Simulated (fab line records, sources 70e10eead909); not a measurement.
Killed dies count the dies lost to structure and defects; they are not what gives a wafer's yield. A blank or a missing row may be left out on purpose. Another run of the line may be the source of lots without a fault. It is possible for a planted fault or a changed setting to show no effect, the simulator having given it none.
fab line records	flow nand-harc
[record] lots = 11	wafers = 33	last-day = 24
route steps=1159 shown A_STAIRCASE@564 END@1159
lots with no fault: from the same line, run without faults
start-h: hours from the record's opening day to when the first of the lot's shown wafers began	wait-h: hours elapsed since this lot's preceding step	" identical to the entry in the row above	L1.1+2: a row that stands for several wafers	- no value present, or no start provided	* or withheld: withheld	< > ~ a bound
route shown NAME@n: NAME is a module with steps in the file, n the number in the route of the first one	usual: average and standard deviation across the fault-free wafers	same: alike in all rows	chamber/n: place in a boat	sites: each site's reading	_std_site: standard deviation across them	_edge_site: outer sites' mean less inner sites'	radius-mm: for every site, how far away it sits from the centre of the wafer	mask NAME#n: copy n	behind: the last tool/chamber to shape the wafer	hold: the reason the lot was held/the length of the hold in hours/how it ended	device: names the non-switching transistor (n, p or np)	end of line: the tests these same wafers got at the end of their route	a step without rows: its recipe alone	killed: count of dies lost to structure and defects at first sort (not the wafer's yield)	map: a wafer's dies, marking killed ones x, the rest . and places with no die _
set.NAME: the setting as run; set.NAME@STEP: as run at that earlier step	model.NAME: the simulator's own value behind a step, which no gauge read
the route's steps for a sample of lots (tables are steps, rows are wafers)
services: when a tool's chamber went out of use (start-h, in hours from the record's first day, below 0 if earlier), for how many hours, and the reason
[[steps]]
[step NHARC_A_STAIRCASE_ETCH_27]
[recipe] target-depth-a = 1000	time-s = 40.5	ion-energy-ev = 400	c4f8-flow-sccm = 20	o2-flow-sccm = 10	ar-flow-sccm = withheld	rf-w = 600	bias-w = 1000	chemistry = C4F8/O2
[usual] chamber-pressure-mTorr = 25.000/0.023	oes-product-au = 0.937/0.013	rf-vpp-V = 895/4.4	run-length-s = 61.8/0.46
lot.wafer	tool	chamber	start-h	wait-h	chamber-pressure-mTorr	oes-product-au	rf-hours-counter-h	rf-vpp-V	run-length-s
L658.1	rie-diel-13	0	-	-	24.968	0.938	45	900	61.9
L658.5	"	0	"	"	25.004	0.942	-	899	61.6
L658.4	"	2	"	"	24.978	0.930	-	891	61.6
L659.2	rie-diel-13	1	-	-	24.973	0.913	49	905	61.8
L659.4	"	3	"	"	24.976	0.937	50	897	61.9
L659.6	"	0	"	"	24.994	0.922	-	898	62.0
L661.4	rie-diel-08	1	-	-	24.993	0.944	49	890	61.5
L661.5	"	1	"	"	24.985	0.922	-	890	61.7
L661.6	"	2	"	"	24.993	0.942	-	895	62.5
L665.3	rie-diel-08	1	-	-	24.991	0.945	54	888	61.8
L665.2	"	2	"	"	24.995	0.945	55	897	62.0
L665.5	"	1	"	"	25.042	0.941	-	890	61.4
L664.2	rie-diel-13	1	-	-	25.037	0.921	57	903	61.3
L664.1	"	3	"	"	25.023	0.954	59	896	62.0
L664.6	"	2	"	"	25.003	0.935	-	892	62.1
L667.1	rie-diel-09	0	-	-	24.996	0.926	14	889	61.3
L667.3	"	2	"	"	24.952	0.953	15	900	61.1
L667.5	"	0	"	"	25.014	0.925	-	887	61.3
L673.1	rie-diel-08	2	-	-	24.959	0.926	4	896	62.3
L673.5	"	2	"	"	25.009	0.927	-	895	62.2
L673.6	"	3	"	"	24.976	0.937	-	894	61.9
L669.1	rie-diel-13	2	-	-	25.020	0.951	12	891	61.6
L669.3	"	0	"	"	24.990	0.942	12	900	61.4
L669.5	"	1	"	"	24.977	0.947	-	905	61.5
L676.3	rie-diel-08	3	-	-	25.032	0.931	14	892	62.3
L676.4	"	1	"	"	25.004	0.935	14	890	61.6
L676.1	"	2	"	"	25.062	0.933	14	895	61.8
L680.3	rie-diel-13	0	-	-	24.999	0.963	30	899	61.8
L680.1	"	2	"	"	25.015	0.952	28	890	61.7
L680.5	"	0	"	"	25.021	0.954	-	899	61.5
L679.4	rie-diel-09	3	-	-	25.027	0.937	41	899	62.5
L679.2	"	1	"	"	24.993	0.946	40	896	62.6
L679.6	"	2	"	"	24.972	0.962	-	900	61.1
[step NHARC_A_STAIRCASE_TRIM_189]
[recipe] time-s = 211.2	o2-flow-sccm = 500	ar-flow-sccm = 0	bias-w = 0	chemistry = O2
[usual] chamber-pressure-mTorr = 60.00/0.054	drypump-motor-current-A = 6.0/0.4	mfc-ar-sccm = 0.013/0.014	oes-product-au = 0.996/0.011	rf-vpp-V = 57.8/0.87	showerhead-plenum-p-Torr = 3.50/0.12	throttle-valve-pct = 17.037/0.0098
lot.wafer	tool	chamber	start-h	wait-h	chamber-pressure-mTorr	drypump-motor-current-A	mfc-ar-sccm	oes-product-au	rf-hours-counter-h	rf-vpp-V	showerhead-plenum-p-Torr	throttle-valve-pct
L658.1	rie-diel-13	0	-	-	60.03	5.9	0	0.986	46	57.1	3.61	17.048
L658.5	"	2	"	"	59.93	6.3	0	1.004	-	57.3	3.39	17.028
L658.4	"	0	"	"	59.88	5.9	0	0.998	-	58.4	3.61	17.062
L659.4	rie-diel-08	2	-	-	59.97	6.3	0.031	0.975	48	58.1	3.49	17.041
L659.2	"	1	"	"	59.96	6.4	0	1.003	48	58.5	3.37	17.045
L659.6	"	2	"	"	59.90	6.3	0.031	0.982	-	57.8	3.49	17.048
L661.4	rie-diel-08	3	-	-	59.98	6.4	0.009	0.995	51	58.7	3.47	17.025
L661.5	"	3	"	"	59.97	6.4	0.009	0.989	-	57.8	3.47	17.044
L661.6	"	0	"	"	60.10	5.7	0.020	0.997	-	57.6	3.50	17.038
L665.2	rie-diel-13	1	-	-	59.99	5.7	0.011	0.994	58	60.8	3.77	17.045
L665.3	"	2	"	"	60.02	6.4	0	1.002	61	56.9	3.38	17.031
L665.5	"	0	"	"	59.98	5.9	0	1.000	-	59.5	3.61	17.016
L664.1	rie-diel-13	1	272.89	-	60.09	5.7	0.011	0.982	58	58.1	3.77	17.027
L664.2	"	2	"	"	60.02	6.3	0	0.992	61	58.4	3.38	17.027
L664.6	"	1	"	"	59.91	5.7	0.011	0.988	-	57.4	3.77	17.019
L667.1	rie-diel-13	0	-	-	59.98	5.9	0	0.995	2	57.4	3.61	17.034
L667.3	"	1	"	"	60.02	5.7	0.011	0.989	3	58.2	3.77	17.011
L667.5	"	3	"	"	60.00	5.4	0.039	0.996	-	57.3	3.50	17.028
L673.1	rie-diel-13	1	-	-	59.98	5.7	0.011	1.007	12	58.9	3.77	17.033
L673.6	"	2	"	"	59.94	6.3	0	1.009	-	57.1	3.37	17.035
L673.5	"	3	"	"	59.96	5.4	0.039	1.009	-	57.5	3.50	17.029
L669.1	rie-diel-13	2	-	-	59.92	6.3	0	1.005	12	57.0	3.37	17.045
L669.3	"	0	"	"	60.03	5.9	0	0.999	13	58.5	3.60	17.044
L669.5	"	2	"	"	59.98	6.3	0	1.008	-	57.4	3.37	17.043
L676.4	rie-diel-09	2	-	-	60.03	5.4	0	1.003	36	57.8	3.64	17.041
L676.3	"	3	"	"	60.02	5.3	0.008	0.996	33	57.7	3.60	17.028
L676.1	"	0	"	"	60.02	5.8	0	0.973	33	58.1	3.31	17.025
L680.1	rie-diel-08	3	-	-	60.05	6.4	0.009	0.987	21	57.1	3.45	17.026
L680.3	"	1	"	"	59.97	6.4	0	1.000	20	56.8	3.35	17.046
L680.5	"	2	"	"	59.93	6.3	0.031	0.993	-	58.0	3.47	17.034
L679.2	rie-diel-08	1	-	-	60.06	6.4	0	0.996	21	56.0	3.35	17.024
L679.4	"	2	"	"	60.00	6.3	0.031	0.994	22	58.8	3.47	17.036
L679.6	"	0	"	"	59.98	5.7	0.020	0.988	-	58.7	3.48	17.033
[step NHARC_A_STAIRCASE_ETCH_192]
[recipe] target-depth-a = 1000	time-s = 40.5	ion-energy-ev = 400	c4f8-flow-sccm = 20	o2-flow-sccm = 10	ar-flow-sccm = withheld	rf-w = 600	bias-w = 1000	chemistry = C4F8/O2
[usual] chamber-pressure-mTorr = 24.998/0.023	oes-product-au = 0.937/0.013	rf-vpp-V = 895/4.4	run-length-s = 61.8/0.41
lot.wafer	tool	chamber	start-h	wait-h	chamber-pressure-mTorr	oes-product-au	rf-hours-counter-h	rf-vpp-V	run-length-s
L658.1	rie-diel-13	2	241.42	-	25.024	0.943	49	891	61.8
L658.5	"	0	"	"	25.017	0.947	-	899	61.4
L658.4	"	2	"	"	25.055	0.945	-	891	61.7
L659.2	rie-diel-08	3	259.23	-	25.019	0.932	50	895	61.9
L659.4	"	0	"	"	25.009	0.945	51	895	61.5
L659.6	"	3	"	"	25.005	0.934	-	895	61.6
L661.4	rie-diel-08	0	262.37	-	25.005	0.928	53	895	61.1
L661.6	"	3	"	"	25.011	0.934	-	894	61.6
L661.5	"	0	"	"	24.964	0.941	-	895	61.5
L665.3	rie-diel-13	2	272.98	-	25.000	0.939	61	891	62.0
L665.2	"	1	"	"	24.976	0.916	58	905	61.1
L665.5	"	3	"	"	25.000	0.950	-	895	62.2
L664.2	rie-diel-09	2	273.31	-	24.967	0.955	6	900	61.1
L664.1	"	0	"	"	24.994	0.925	5	889	61.5
L664.6	"	2	"	"	24.996	0.959	-	900	61.1
L667.1	rie-diel-13	0	295.05	-	25.002	0.938	3	900	61.4
L667.3	"	2	"	"	25.041	0.962	3	890	61.9
L667.5	"	0	"	"	25.010	0.937	-	899	61.9
L673.1	rie-diel-13	0	323.74	-	24.981	0.966	12	899	43.9
L673.5	"	2	"	"	25.013	0.941	-	890	61.6
L673.6	"	3	"	"	25.009	0.957	-	894	62.0
L669.3	rie-diel-13	0	325.24	-	24.968	0.928	13	899	61.8
L669.1	"	2	"	"	24.987	0.928	13	889	43.3
L669.5	"	0	"	"	25.035	0.936	-	900	61.6
L676.4	rie-diel-09	2	343.88	-	24.990	0.954	36	900	60.8
L676.3	"	3	"	"	24.961	0.940	33	898	63.2
L676.1	"	0	"	"	25.032	0.931	33	889	61.5
L680.1	rie-diel-08	3	365.29	-	24.992	0.934	21	891	61.6
L680.3	"	0	"	"	25.000	0.937	20	894	61.4
L680.5	"	3	"	"	25.011	0.946	-	893	61.8
L679.2	rie-diel-08	0	368.60	-	25.014	0.934	20	894	61.4
L679.4	"	1	"	"	25.003	0.938	21	890	61.4
L679.6	"	2	"	"	25.035	0.924	-	895	62.0
[step NHARC_A_STAIRCASE_TRIM_193]
[recipe] time-s = 211.2	o2-flow-sccm = 500	ar-flow-sccm = 0	bias-w = 0	chemistry = O2
[usual] chamber-pressure-mTorr = 60.00/0.053	drypump-motor-current-A = 6.0/0.39	mfc-ar-sccm = 0.012/0.014	oes-product-au = 0.997/0.0096	rf-vpp-V = 57.8/0.83	showerhead-plenum-p-Torr = 3.51/0.13	throttle-valve-pct = 17.037/0.0086
lot.wafer	tool	chamber	start-h	wait-h	chamber-pressure-mTorr	drypump-motor-current-A	mfc-ar-sccm	oes-product-au	rf-hours-counter-h	rf-vpp-V	showerhead-plenum-p-Torr	throttle-valve-pct
L658.1	rie-diel-13	2	-	-	59.98	6.3	0	1.005	49	57.5	3.39	17.048
L658.4	"	0	"	"	60.02	5.9	0	1.017	46	57.7	3.61	17.041
L658.5	"	2	"	"	60.01	6.3	0	0.998	-	58.5	3.39	17.039
L659.4	rie-diel-08	2	-	-	59.98	6.3	0.031	0.979	49	58.4	3.49	17.036
L659.2	"	3	"	"	60.12	6.4	0.009	0.986	50	58.6	3.47	17.039
L659.6	"	1	"	"	59.91	6.4	0	1.011	-	57.5	3.37	17.035
L661.4	rie-diel-08	2	-	-	59.90	6.3	0.031	0.990	50	58.6	3.49	17.028
L661.5	"	0	"	"	60.01	5.7	0.020	1.003	-	57.5	3.49	17.025
L661.6	"	1	"	"	60.03	6.5	0	1.010	-	56.6	3.36	17.032
L665.3	rie-diel-13	2	-	-	59.96	6.3	0	0.982	61	58.0	3.38	17.033
L665.2	"	3	"	"	59.93	5.4	0.039	1.005	59	56.7	3.51	17.035
L665.5	"	0	"	"	60.02	5.9	0	1.005	-	58.4	3.61	17.037
L664.1	rie-diel-13	3	273.46	-	60.02	5.4	0.039	1.014	59	57.2	3.51	17.036
L664.2	"	1	"	"	60.04	5.7	0.011	0.988	58	57.7	3.77	17.017
L664.6	"	3	"	"	59.93	5.4	0.039	1.008	-	56.9	3.51	17.032
L667.3	rie-diel-13	3	-	-	59.99	5.4	0.039	1.003	2	58.5	3.50	17.027
L667.1	"	1	"	"	60.07	5.7	0.011	0.990	3	58.3	3.77	17.029
L667.5	"	2	"	"	59.93	6.3	0	0.993	-	56.8	3.38	17.043
L673.1	rie-diel-13	0	-	-	59.99	5.9	0	1.010	12	58.0	3.60	17.045
L673.6	"	3	"	"	59.95	5.4	0.039	1.011	-	57.0	3.50	17.033
L673.5	"	0	"	"	60.03	5.9	0	1.000	-	58.0	3.60	17.036
L669.3	rie-diel-13	3	-	-	60.06	5.4	0.039	1.004	13	57.2	3.50	17.052
L669.1	"	2	"	"	60.04	6.4	0	1.007	13	58.3	3.37	17.031
L669.5	"	3	"	"	59.93	5.4	0.039	1.013	-	58.0	3.50	17.019
L676.3	rie-diel-09	3	-	-	59.99	5.3	0.008	1.009	33	57.1	3.60	17.030
L676.4	"	0	"	"	60.01	5.8	0	0.985	34	57.8	3.31	17.039
L676.1	"	2	"	"	60.11	5.4	0	1.007	36	57.4	3.64	17.042
L680.3	rie-diel-08	0	-	-	59.89	5.7	0.020	0.991	20	58.3	3.48	17.039
L680.1	"	1	"	"	60.03	6.5	0	0.994	20	55.7	3.35	17.043
L680.5	"	1	"	"	60.04	6.5	0	0.996	-	58.5	3.35	17.046
L679.4	rie-diel-08	0	-	-	59.98	5.7	0.020	0.981	21	58.2	3.48	17.037
L679.2	"	2	"	"	59.98	6.3	0.031	0.992	22	58.9	3.47	17.039
L679.6	"	3	"	"	60.15	6.4	0.009	1.004	-	56.8	3.45	17.032
[step NHARC_END_SORT_01]
[recipe] temp-c = 25
[usual] killed-at-array = 29/9.4	killed-at-other = 0.7/1.3	killed-at-periphery = 2.9/2.1	killed-dies = 32/9	killed-open = 3.3/1.8	killed-short = 1.9/1.4
[same] gross-dies = 677
lot.wafer	tool	chamber	start-h	wait-h	killed-at-array	killed-at-other	killed-at-periphery	killed-dies	killed-open	killed-short
L669.1	prober-02	0	519.52	2.4	676	0	1	677	4	2
L669.3	prober-02	0	521.12	3.1	40	0	1	41	2	1
L669.5	prober-02	0	522.72	3.7	40	0	0	40	5	1
L673.1	prober-01	0	537.23	2.5	667	6	4	677	6	3
L673.5	prober-01	0	540.42	3.7	19	7	3	29	4	2
L673.6	prober-01	0	541.22	4.0	15	4	1	20	3	1
// killed by level:class
L669.1 A_STAIRCASE:area-etch=636 A_CHANNEL_HOLE_D1:chamber-film-flake=15 A_SLIT:chamber-film-flake=15 A_CHANNEL_FILL_D1:chamber-film-flake=3 A_CHANNEL_FILL_D1:geometric-particle:open=2 A_WL_FILL:chamber-film-flake=2 P_GATE:geometric-particle:open=1 A_CHANNEL_FILL_D1:geometric-particle:short=1
L669.3 A_CHANNEL_HOLE_D1:chamber-film-flake=18 A_SLIT:chamber-film-flake=16 A_WL_FILL:chamber-film-flake=2 P_M2:geometric-particle:short=1 A_ONON_D1:geometric-particle:open=1 A_CHANNEL_FILL_D1:geometric-particle:open=1 A_CHANNEL_FILL_D1:chamber-film-flake=1 A_CONTACT:chamber-film-flake=1
L669.5 A_CHANNEL_HOLE_D1:chamber-film-flake=14 A_SLIT:chamber-film-flake=12 A_CONTACT:chamber-film-flake=3 A_CHANNEL_FILL_D1:geometric-particle:open=2 A_CHANNEL_FILL_D1:chamber-film-flake=2 A_STAIRCASE:chamber-film-flake=2 A_ONON_D1:geometric-particle:open=1 A_CHANNEL_HOLE_D1:geometric-particle:open=1
L673.1 A_STAIRCASE:area-etch=647 A_CHANNEL_HOLE_D1:chamber-film-flake=9 THIN_TSV:chamber-film-flake=6 A_SGD_CUT:geometric-particle:short=2 A_M1:geometric-particle:open=2 A_STAIRCASE:chamber-film-flake=2 P_GATE:geometric-particle:open=1 P_M1:geometric-particle:open=1
L673.5 THIN_TSV:chamber-film-flake=7 A_CHANNEL_HOLE_D1:chamber-film-flake=6 A_CONTACT:chamber-film-flake=3 A_STAIRCASE:chamber-film-flake=2 A_WL_FILL:chamber-film-flake=2 P_M0:geometric-particle:open=1 A_CHANNEL_HOLE_D1:geometric-particle:open=1 A_CHANNEL_FILL_D1:geometric-particle:short=1
L673.6 A_CONTACT:chamber-film-flake=5 THIN_TSV:chamber-film-flake=4 A_CHANNEL_HOLE_D1:chamber-film-flake=3 A_WL_FILL:chamber-film-flake=2 A_CHANNEL_FILL_D1:geometric-particle:open=1 A_SGD_CUT:geometric-particle:short=1 A_CONTACT:geometric-particle:open=1 A_M1:geometric-particle:open=1
[[services]]
tool	chamber	start-h	hours	kind
rie-diel-13	0	231.88	-	clean
rie-diel-13	1	231.88	-	clean
rie-diel-13	2	231.88	-	clean
rie-diel-13	3	231.88	-	clean
rie-diel-13	1	232.74	8.7	repair
rie-diel-09	-	238.48	0.9	repair
rie-diel-08	1	243.07	5.1	repair
rie-diel-09	-	254.16	9.0	pm
rie-diel-13	0	256.44	-	clean
rie-diel-13	1	256.44	-	clean
rie-diel-13	2	256.44	-	clean
rie-diel-13	3	256.44	-	clean
rie-diel-13	0	261.74	9.7	repair
rie-diel-08	-	272.88	0.7	repair
rie-diel-08	0	275.11	3.0	repair
rie-diel-13	-	276.05	9.0	pm
rie-diel-13	0	276.05	9.0	vent-cycle
rie-diel-13	1	276.05	9.0	vent-cycle
rie-diel-13	2	276.05	9.0	vent-cycle
rie-diel-13	3	276.05	9.0	vent-cycle
rie-diel-09	3	280.83	3.4	repair
rie-diel-13	-	296.68	1.2	repair
rie-diel-08	-	302.89	9.0	pm
rie-diel-09	0	305.02	1.4	repair
[[key]]
[first-sign] step = NHARC_A_STAIRCASE_ETCH_192	reading = run-length-s	direction = down	sigmas = 45	usual = *	struck = *
[effect] step = NHARC_END_SORT_01	reading = killed-dies	direction = up	sigmas = 72	usual = 32	struck = 677
[more-kills-born-at] NHARC_A_STAIRCASE_ETCH_192@rie-diel-13 = 1283
met-at NHARC_A_STAIRCASE_ETCH_192
struck-lots L669,L673
struck-wafers L669.1,L673.1
later-rows-left-out L669.1,L673.1
tester-left-out L669,L673
not-acting-at NHARC_A_STAIRCASE_ETCH_27,NHARC_A_STAIRCASE_TRIM_189,NHARC_A_STAIRCASE_TRIM_193
onset-between 295.05 323.74
[fault] kind = process-parameter-drift	tool = rie-diel-13	chamber = -	onset-h = 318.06	steps = NHARC_A_STAIRCASE_ETCH_192	channel = time-s	offset = *	shape = step	end-h = 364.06	scope = struck-wafers-only	acts-in = *	stated = *
// tester-left-out: of these lots the tester's yield and bins aren't shown, on N5 and GAA mostly nor the transistor test; their killed dies are dies lost to structure and defects alone, not to doping, threshold or leakage, so they don't give the yield
// later-rows-left-out: the simulator's readings of these wafers behind a module that went badly wrong aren't trusted and aren't shown, but for the sort
